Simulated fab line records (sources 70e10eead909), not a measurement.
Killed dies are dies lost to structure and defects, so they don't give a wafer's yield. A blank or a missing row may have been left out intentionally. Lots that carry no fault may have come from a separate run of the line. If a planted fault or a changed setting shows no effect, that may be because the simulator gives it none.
fab line records ; flow nand-harc
record: lots: 12; wafers: 35; last-day: 34
route steps=1302 shown A_STAIRCASE@736 END@1302
lots with no fault: from the same line, run without faults
start-h: start of the lot's first displayed wafer, in hours after the record's first day ; wait-h: hours elapsed since this lot's preceding step ; " unchanged from the row above ; L1.1+2: several wafers, shown together as one row ; - either no value or no given start ; * or withheld: withheld ; < > ~ a bound
route shown NAME@n: NAME is a module with steps in the file, n the number in the route of the first one ; usual: mean/standard deviation of fault-free wafers ; same: alike in all rows ; chamber/n: place in a boat ; sites: readings site by site ; _std_site: their standard deviation ; _edge_site: the outer-site mean with the inner-site mean subtracted ; radius-mm: how far each site lies from the wafer's centre ; mask NAME#n: copy n ; behind: the most recent tool/chamber to have shaped the wafer ; hold: the reason the lot was held/the length of the hold in hours/how it ended ; device: the n, p or np transistor that did not switch ; end of line: the same wafers' tests at the end of the route ; a step with no rows: only its recipe ; killed: the dies lost at the first sort to structure and to defects; this is not the yield of the wafer ; map: per-die view of a wafer (x killed, . not killed, _ where there is no die)
set.NAME: setting as actually run; set.NAME@STEP: the setting as run at that earlier step ; model.NAME: the simulator's own value behind a step, which no gauge read
route steps across a sampled set of lots; one table per step, one row per wafer
services: the hour from which a tool's chamber was out of use, counted from the record's first day as start-h (under 0 if before that day), plus the number of hours and why
== steps ==
step: NHARC_A_STAIRCASE_TRIM_222
recipe: time-s: 211.2; o2-flow-sccm: 500; ar-flow-sccm: 0; bias-w: 0; chemistry: O2
usual: drypump-motor-current-A: 5.7/0.36; oes-product-au: 0.999/0.0087; rf-vpp-V: 57.7/0.92; showerhead-plenum-p-Torr: 3.54/0.15; throttle-valve-pct: 17.037/0.0088
lot.wafer;tool;chamber;start-h;wait-h;drypump-motor-current-A;oes-product-au;rf-hours-counter-h;rf-vpp-V;showerhead-plenum-p-Torr;throttle-valve-pct
L403.4;rie-diel-07;2;-;-;5.5;0.988;39;57.9;3.45;17.031
L403.6;rie-diel-07;2;-;-;5.5;0.995;-;57.2;3.45;17.041
L403.5;rie-diel-07;3;-;-;5.9;1.000;-;56.5;3.46;17.034
L405.3;rie-diel-07;0;-;-;5.0;1.008;50;57.9;3.37;17.033
L405.4;rie-diel-07;2;-;-;5.5;0.995;43;57.5;3.45;17.047
L404.4;rie-diel-07;1;-;-;5.3;0.993;46;58.7;3.75;17.042
L404.5;rie-diel-07;3;-;-;5.9;1.000;-;57.5;3.46;17.044
L404.6;rie-diel-07;0;-;-;5.0;1.012;-;56.7;3.37;17.029
L408.4;rie-diel-01;1;-;-;5.7;0.992;31;59.5;3.56;17.046
L408.3;rie-diel-01;2;-;-;6.0;0.997;34;56.8;3.50;17.029
L408.1;rie-diel-01;3;-;-;6.2;0.994;33;56.0;3.35;17.033
L410.4;rie-diel-01;0;-;-;5.4;1.000;33;58.2;3.40;17.041
L410.2;rie-diel-01;1;-;-;5.7;0.985;37;55.7;3.56;17.038
L410.5;rie-diel-01;3;-;-;6.2;1.000;-;55.8;3.35;17.026
L412.3;rie-diel-01;0;-;-;5.4;1.007;43;58.0;3.39;17.021
L412.1;rie-diel-01;1;-;-;5.6;0.994;48;58.6;3.55;17.031
L412.4;rie-diel-01;2;-;-;5.9;1.010;52;57.7;3.50;17.035
L414.2;rie-diel-01;1;-;-;5.7;0.989;50;57.5;3.55;17.038
L414.3;rie-diel-01;3;-;-;6.3;1.000;50;57.0;3.34;17.061
L414.5;rie-diel-01;0;-;-;5.4;1.008;-;58.0;3.39;17.057
L413.2;rie-diel-06;1;-;-;5.8;1.000;6;57.9;3.71;17.039
L413.3;rie-diel-06;2;-;-;5.3;0.987;8;58.7;3.76;17.031
L413.6;rie-diel-06;0;-;-;6.2;1.012;-;58.4;3.65;17.030
L416.4;rie-diel-06;0;-;-;6.2;1.005;13;57.5;3.65;17.046
L416.3;rie-diel-06;1;-;-;5.8;0.996;12;58.2;3.71;17.033
L416.1;rie-diel-06;2;-;-;5.3;0.988;16;58.5;3.76;17.025
L415.2;rie-diel-07;1;-;-;5.3;1.004;20;57.9;3.73;17.044
L415.3;rie-diel-07;3;-;-;5.8;0.993;22;56.9;3.44;17.036
L415.6;rie-diel-07;1;-;-;5.3;1.006;-;57.8;3.73;17.041
L418.4;rie-diel-06;1;-;-;5.7;1.008;20;58.3;3.70;17.056
L418.2;rie-diel-06;2;-;-;5.3;0.988;23;59.4;3.75;17.027
L418.6;rie-diel-06;0;-;-;6.2;1.012;-;57.0;3.64;17.043
L419.1;rie-diel-01;3;-;-;6.2;0.987;5;57.7;3.33;17.054
L419.3;rie-diel-01;1;-;-;5.7;0.996;7;58.1;3.54;17.057
L419.5;rie-diel-01;3;-;-;6.3;0.986;-;57.9;3.33;17.024
step: NHARC_A_STAIRCASE_TRIM_224
recipe: time-s: 211.2; o2-flow-sccm: 500; ar-flow-sccm: 0; bias-w: 0; chemistry: O2
usual: drypump-motor-current-A: 5.7/0.37; oes-product-au: 0.998/0.0098; rf-vpp-V: 58.0/0.95; showerhead-plenum-p-Torr: 3.54/0.15; throttle-valve-pct: 17.037/0.0095
lot.wafer;tool;chamber;start-h;wait-h;drypump-motor-current-A;oes-product-au;rf-hours-counter-h;rf-vpp-V;showerhead-plenum-p-Torr;throttle-valve-pct
L403.4;rie-diel-07;2;431.40;-;5.5;1.168;39;58.5;3.45;17.050
L403.5;rie-diel-07;0;431.40;-;5.0;0.998;-;58.4;3.38;17.041
L403.6;rie-diel-07;1;431.40;-;5.3;1.010;-;58.1;3.75;17.041
L405.3;rie-diel-07;1;445.95;-;5.3;1.179;46;56.9;3.75;17.033
L405.4;rie-diel-07;3;445.95;-;5.8;1.155;52;56.7;3.46;17.041
L404.4;rie-diel-07;0;446.55;-;5.0;1.193;51;56.2;3.37;17.042
L404.6;rie-diel-07;2;446.55;-;5.5;0.997;-;58.0;3.45;17.024
L404.5;rie-diel-07;3;446.55;-;5.9;1.002;-;57.3;3.46;17.039
L408.4;rie-diel-01;3;476.29;-;6.2;0.992;33;57.7;3.35;17.032
L408.1;rie-diel-01;0;476.29;-;5.4;1.009;28;55.9;3.40;17.033
L408.3;rie-diel-01;2;476.29;-;6.0;1.005;34;57.6;3.50;17.029
L410.4;rie-diel-01;3;495.50;-;6.3;1.008;38;58.7;3.34;17.040
L410.2;rie-diel-01;1;495.50;-;5.6;0.991;37;59.6;3.56;17.031
L410.5;rie-diel-01;3;495.50;-;6.3;0.995;-;57.6;3.35;17.026
L412.3;rie-diel-01;1;525.44;-;5.7;0.987;48;58.5;3.55;17.038
L412.4;rie-diel-01;2;525.44;-;6.0;0.997;52;57.9;3.50;17.018
L412.1;rie-diel-01;3;525.44;-;6.3;0.982;48;58.0;3.34;17.037
L414.3;rie-diel-01;1;532.35;-;5.6;0.982;51;59.2;3.55;17.047
L414.2;rie-diel-01;2;532.35;-;6.0;0.997;55;57.9;3.49;17.037
L414.5;rie-diel-01;3;532.35;-;6.2;0.984;-;56.3;3.34;17.034
L413.3;rie-diel-06;3;532.73;-;5.9;0.995;9;58.6;3.74;17.030
L413.2;rie-diel-06;0;532.73;-;6.2;1.003;7;58.2;3.65;17.045
L413.6;rie-diel-06;2;532.73;-;5.3;0.971;-;58.3;3.76;17.039
L416.4;rie-diel-06;3;547.69;-;5.9;0.993;17;60.2;3.74;17.044
L416.3;rie-diel-06;1;547.69;-;5.8;0.995;12;59.6;3.71;17.047
L416.1;rie-diel-06;2;547.69;-;5.3;0.973;16;59.0;3.76;17.052
L415.2;rie-diel-07;3;547.98;-;5.8;0.984;22;57.2;3.44;17.043
L415.3;rie-diel-07;2;547.98;-;5.5;0.988;22;56.6;3.43;17.058
L415.6;rie-diel-07;3;547.98;-;5.8;0.984;-;58.6;3.44;17.040
L418.2;rie-diel-06;3;572.39;-;5.9;0.999;25;57.1;3.73;17.035
L418.4;rie-diel-06;0;572.39;-;6.2;0.995;21;58.7;3.64;17.046
L418.6;rie-diel-06;3;572.39;-;5.9;1.000;-;59.8;3.73;17.024
L419.1;rie-diel-01;1;595.51;-;5.6;0.990;7;58.6;3.54;17.035
L419.3;rie-diel-01;2;595.51;-;6.0;1.004;7;57.7;3.48;17.047
L419.5;rie-diel-01;1;595.51;-;5.6;0.988;-;57.2;3.54;17.044
step: NHARC_A_STAIRCASE_ETCH_225
recipe: target-depth-a: 1000; time-s: 40.5; ion-energy-ev: 400; c4f8-flow-sccm: 20; o2-flow-sccm: 10; ar-flow-sccm: withheld; rf-w: 600; bias-w: 1000; chemistry: C4F8/O2
usual: oes-product-au: 0.941/0.0097; rf-vpp-V: 896/5.5
lot.wafer;tool;chamber;start-h;wait-h;oes-product-au;rf-hours-counter-h;rf-vpp-V
L403.4;rie-diel-07;1;-;-;0.940;42;904
L403.6;rie-diel-07;2;-;-;0.932;-;894
L403.5;rie-diel-07;3;-;-;0.934;-;895
L405.3;rie-diel-07;3;-;-;0.941;52;894
L405.4;rie-diel-07;1;-;-;0.949;46;903
L404.4;rie-diel-07;1;-;-;0.951;46;905
L404.5;rie-diel-07;3;-;-;0.921;-;894
L404.6;rie-diel-07;0;-;-;0.946;-;891
L408.4;rie-diel-01;0;-;-;0.953;28;891
L408.3;rie-diel-01;1;-;-;0.942;31;898
L408.1;rie-diel-01;3;-;-;0.949;33;889
L410.4;rie-diel-01;1;-;-;0.946;37;896
L410.2;rie-diel-01;3;-;-;0.935;38;890
L410.5;rie-diel-01;1;-;-;0.940;-;899
L412.4;rie-diel-01;2;-;-;0.938;52;895
L412.1;rie-diel-01;3;-;-;0.940;48;888
L412.3;rie-diel-01;1;-;-;0.928;48;896
L414.2;rie-diel-01;0;-;-;0.942;45;890
L414.3;rie-diel-01;2;-;-;0.935;55;895
L414.5;rie-diel-01;0;-;-;0.949;-;892
L413.2;rie-diel-06;3;-;-;0.942;9;902
L413.3;rie-diel-06;1;-;-;0.937;7;903
L413.6;rie-diel-06;3;-;-;0.944;-;903
L416.1;rie-diel-06;3;-;-;0.943;17;904
L416.3;rie-diel-06;1;-;-;0.945;12;902
L416.4;rie-diel-06;2;-;-;0.935;16;905
L415.3;rie-diel-07;0;-;-;0.937;19;891
L415.2;rie-diel-07;1;-;-;0.947;20;905
L415.6;rie-diel-07;0;-;-;0.945;-;890
L418.2;rie-diel-06;2;-;-;0.943;23;904
L418.4;rie-diel-06;0;-;-;0.943;21;901
L418.6;rie-diel-06;2;-;-;0.936;-;905
L419.3;rie-diel-01;3;-;-;0.935;6;889
L419.1;rie-diel-01;1;-;-;0.923;7;895
L419.5;rie-diel-01;0;-;-;0.947;-;892
step: NHARC_A_STAIRCASE_TRIM_226
recipe: time-s: 211.2; o2-flow-sccm: 500; ar-flow-sccm: 0; bias-w: 0; chemistry: O2
usual: drypump-motor-current-A: 5.7/0.35; oes-product-au: 1.000/0.01; rf-vpp-V: 57.8/0.88; showerhead-plenum-p-Torr: 3.54/0.14; throttle-valve-pct: 17.036/0.009
lot.wafer;tool;chamber;start-h;wait-h;drypump-motor-current-A;oes-product-au;rf-hours-counter-h;rf-vpp-V;showerhead-plenum-p-Torr;throttle-valve-pct
L403.4;rie-diel-07;0;-;-;5.0;1.010;44;57.7;3.38;17.035
L403.6;rie-diel-07;2;-;-;5.5;0.989;-;57.8;3.45;17.039
L403.5;rie-diel-07;3;-;-;5.8;0.991;-;58.2;3.46;17.036
L405.3;rie-diel-07;1;-;-;5.3;1.006;46;56.9;3.75;17.035
L405.4;rie-diel-07;3;-;-;5.8;0.989;52;56.1;3.46;17.041
L404.4;rie-diel-07;3;-;-;5.8;0.996;52;57.1;3.46;17.053
L404.6;rie-diel-07;2;-;-;5.5;0.994;-;55.9;3.45;17.038
L404.5;rie-diel-07;3;-;-;5.8;1.004;-;57.9;3.46;17.042
L408.4;rie-diel-01;1;-;-;5.6;0.998;31;57.9;3.56;17.038
L408.1;rie-diel-01;2;-;-;6.0;1.004;34;57.4;3.51;17.040
L408.3;rie-diel-01;0;-;-;5.3;1.013;28;57.8;3.40;17.029
L410.4;rie-diel-01;0;-;-;5.3;1.019;34;58.3;3.40;17.032
L410.2;rie-diel-01;1;-;-;5.6;0.992;37;59.5;3.56;17.054
L410.5;rie-diel-01;3;-;-;6.3;1.003;-;56.8;3.35;17.045
L412.3;rie-diel-01;3;-;-;6.3;0.991;48;57.4;3.34;17.029
L412.4;rie-diel-01;0;-;-;5.3;0.997;43;58.1;3.39;17.039
L412.1;rie-diel-01;1;-;-;5.6;0.994;48;57.6;3.55;17.044
L414.3;rie-diel-01;1;-;-;5.7;0.993;51;57.6;3.55;17.043
L414.2;rie-diel-01;3;-;-;6.3;1.001;50;57.4;3.34;17.044
L414.5;rie-diel-01;1;-;-;5.7;0.987;-;57.9;3.55;17.057
L413.3;rie-diel-06;0;-;-;6.2;1.003;7;57.9;3.65;17.044
L413.2;rie-diel-06;2;-;-;5.3;0.992;8;58.2;3.76;17.039
L413.6;rie-diel-06;0;-;-;6.2;1.006;-;58.6;3.65;17.036
L416.4;rie-diel-06;1;-;-;5.8;0.998;12;57.9;3.71;17.036
L416.3;rie-diel-06;2;-;-;5.3;0.990;16;59.5;3.76;17.051
L416.1;rie-diel-06;3;-;-;5.8;1.013;17;59.3;3.74;17.024
L415.2;rie-diel-07;2;-;-;5.5;1.002;22;56.8;3.43;17.026
L415.3;rie-diel-07;3;-;-;5.9;0.987;22;57.9;3.44;17.028
L415.6;rie-diel-07;1;-;-;5.3;1.003;-;57.4;3.73;17.048
L418.2;rie-diel-06;2;-;-;5.3;0.995;23;58.5;3.75;17.034
L418.4;rie-diel-06;3;-;-;5.8;1.001;25;58.9;3.73;17.024
L418.6;rie-diel-06;1;-;-;5.8;1.011;-;59.3;3.70;17.037
L419.3;rie-diel-01;2;-;-;6.0;0.997;7;56.2;3.48;17.029
L419.1;rie-diel-01;3;-;-;6.2;0.984;6;56.8;3.33;17.015
L419.5;rie-diel-01;1;-;-;5.6;0.973;-;57.3;3.54;17.039
step: NHARC_END_SORT_01
recipe: temp-c: 25
usual: killed-at-array: 55/15; killed-at-other: 1.0/1.2; killed-at-periphery: 3.4/2.2; killed-dies: 59/15; killed-open: 3.2/2; killed-short: 2.5/1.7
same: gross-dies: 677
lot.wafer;tool;chamber;start-h;wait-h;killed-at-array;killed-at-other;killed-at-periphery;killed-dies;killed-open;killed-short
L403.4;prober-01;0;641.80;3.4;423;0;5;428;8;6
L403.5;prober-01;0;642.59;3.7;29;0;2;31;2;2
L403.6;prober-01;0;643.38;4.0;38;0;1;39;6;3
L405.3;prober-02;0;650.77;3.1;400;5;4;409;0;3
L405.4;prober-02;0;651.57;3.4;361;2;6;369;4;2
L404.4;prober-01;0;656.87;3.4;399;0;2;401;3;4
L404.5;prober-01;0;657.67;3.7;69;0;1;70;4;3
L404.6;prober-01;0;658.46;4.0;75;1;2;78;4;2
killed by level:class
L403.4 A_STAIRCASE:area-trim=381 A_CHANNEL_HOLE_D2:chamber-film-flake=10 A_CHANNEL_HOLE_D1:chamber-film-flake=9 A_CONTACT:chamber-film-flake=8 A_STAIRCASE:chamber-film-flake=3 P_M0:geometric-particle:open=2 A_ONON_D2:geometric-particle:open=2 A_WL_FILL:geometric-particle:short=2
L403.5 A_CHANNEL_HOLE_D2:chamber-film-flake=9 A_CONTACT:chamber-film-flake=8 A_STAIRCASE:chamber-film-flake=4 A_CHANNEL_HOLE_D1:chamber-film-flake=2 P_M2:geometric-particle:open=1 A_ONON_D1:geometric-particle:short=1 A_DECK1_JOINT:geometric-particle:open=1 A_CHANNEL_HOLE_D2:geometric-particle:short=1
L403.6 A_CHANNEL_HOLE_D2:chamber-film-flake=14 A_CONTACT:chamber-film-flake=9 A_CHANNEL_HOLE_D1:chamber-film-flake=4 A_M0:geometric-particle:open=2 P_CONTACT:geometric-particle:open=1 A_ONON_D1:geometric-particle:short=1 A_CHANNEL_FILL_D1:geometric-particle:open=1 A_DECK1_JOINT:geometric-particle:open=1
L405.3 A_STAIRCASE:area-trim=367 A_CHANNEL_HOLE_D2:chamber-film-flake=13 A_STAIRCASE:chamber-film-flake=5 A_CONTACT:chamber-film-flake=5 THIN_TSV:chamber-film-flake=5 A_CHANNEL_HOLE_D1:chamber-film-flake=4 P_GATE:chamber-film-flake=3 A_DECK1_JOINT:chamber-film-flake=2
L405.4 A_STAIRCASE:area-trim=315 A_CHANNEL_HOLE_D2:chamber-film-flake=33 A_CONTACT:chamber-film-flake=4 P_GATE:chamber-film-flake=3 A_CHANNEL_HOLE_D1:chamber-film-flake=3 A_M0:geometric-particle:open=2 A_STAIRCASE:chamber-film-flake=2 THIN_TSV:chamber-film-flake=2
L404.4 A_STAIRCASE:area-trim=315 A_CHANNEL_HOLE_D1:chamber-film-flake=33 A_SLIT:chamber-film-flake=30 A_CHANNEL_HOLE_D2:chamber-film-flake=12 A_CHANNEL_HOLE_D2:geometric-particle:short=2 A_STAIRCASE:chamber-film-flake=2 P_M0:geometric-particle:short=1 P_M1:geometric-particle:open=1
L404.5 A_SLIT:chamber-film-flake=32 A_CHANNEL_HOLE_D1:chamber-film-flake=13 A_CHANNEL_HOLE_D2:chamber-film-flake=11 A_DECK1_JOINT:chamber-film-flake=2 A_WL_FILL:chamber-film-flake=2 A_ONON_D1:geometric-particle:short=1 A_ONON_D1:geometric-particle:open=1 A_CHANNEL_FILL_D1:geometric-particle:short=1
L404.6 A_CHANNEL_HOLE_D1:chamber-film-flake=32 A_SLIT:chamber-film-flake=28 A_CHANNEL_HOLE_D2:chamber-film-flake=5 A_STAIRCASE:chamber-film-flake=2 A_CONTACT:chamber-film-flake=2 P_GATE:geometric-particle:open=1 A_CHANNEL_FILL_D1:geometric-particle:short=1 A_DECK1_JOINT:geometric-particle:open=1
== services ==
tool;chamber;start-h;hours;kind
rie-diel-01;0;416.77;-;clean
rie-diel-01;1;416.77;-;clean
rie-diel-01;2;416.77;-;clean
rie-diel-01;3;416.77;-;clean
rie-diel-07;2;418.06;6.2;repair
rie-diel-01;0;442.97;-;clean
rie-diel-01;1;442.97;-;clean
rie-diel-01;2;442.97;-;clean
rie-diel-01;3;442.97;-;clean
rie-diel-07;1;455.72;4.9;repair
rie-diel-01;0;467.47;-;clean
rie-diel-01;1;467.47;-;clean
rie-diel-01;2;467.47;-;clean
rie-diel-01;3;467.47;-;clean
rie-diel-07;-;473.83;9.0;pm
rie-diel-01;0;491.97;-;clean
rie-diel-01;1;491.97;-;clean
rie-diel-01;2;491.97;-;clean
rie-diel-01;3;491.97;-;clean
rie-diel-06;-;493.45;9.0;pm
rie-diel-01;0;517.12;-;clean
rie-diel-07;0;521.78;16.0;repair
rie-diel-07;2;548.44;31.2;repair
rie-diel-01;-;560.43;9.0;pm
== key ==
first-sign: step: NHARC_A_STAIRCASE_TRIM_224; reading: oes-product-au; direction: up; sigmas: 18; usual: 0.998; struck: 1.174
effect: step: NHARC_END_SORT_01; reading: killed-dies; direction: up; sigmas: 23; usual: 59; struck: 402
more-kills-born-at: NHARC_A_STAIRCASE_TRIM_224@rie-diel-07: 1378
met-at NHARC_A_STAIRCASE_TRIM_224
struck-lots L403,L404,L405
struck-wafers L403.4,L404.4,L405.3,L405.4
later-rows-left-out L403.4,L405.3
tester-left-out L403,L404,L405
not-acting-at NHARC_A_STAIRCASE_TRIM_222,NHARC_A_STAIRCASE_ETCH_225,NHARC_A_STAIRCASE_TRIM_226
fault: kind: process-parameter-drift; tool: rie-diel-07; chamber: -; onset-h: 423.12; steps: NHARC_A_STAIRCASE_TRIM_224; channel: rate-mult; offset: 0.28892; shape: step; end-h: 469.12; scope: struck-wafers-only
tester-left-out: of these lots the tester's yield and bins aren't shown, on N5 and GAA mostly nor the transistor test; their killed dies are dies lost to structure and defects alone, not to doping, threshold or leakage, so they don't give the yield
later-rows-left-out: the simulator's readings of these wafers behind a module that went badly wrong aren't trusted and aren't shown, but for the sort
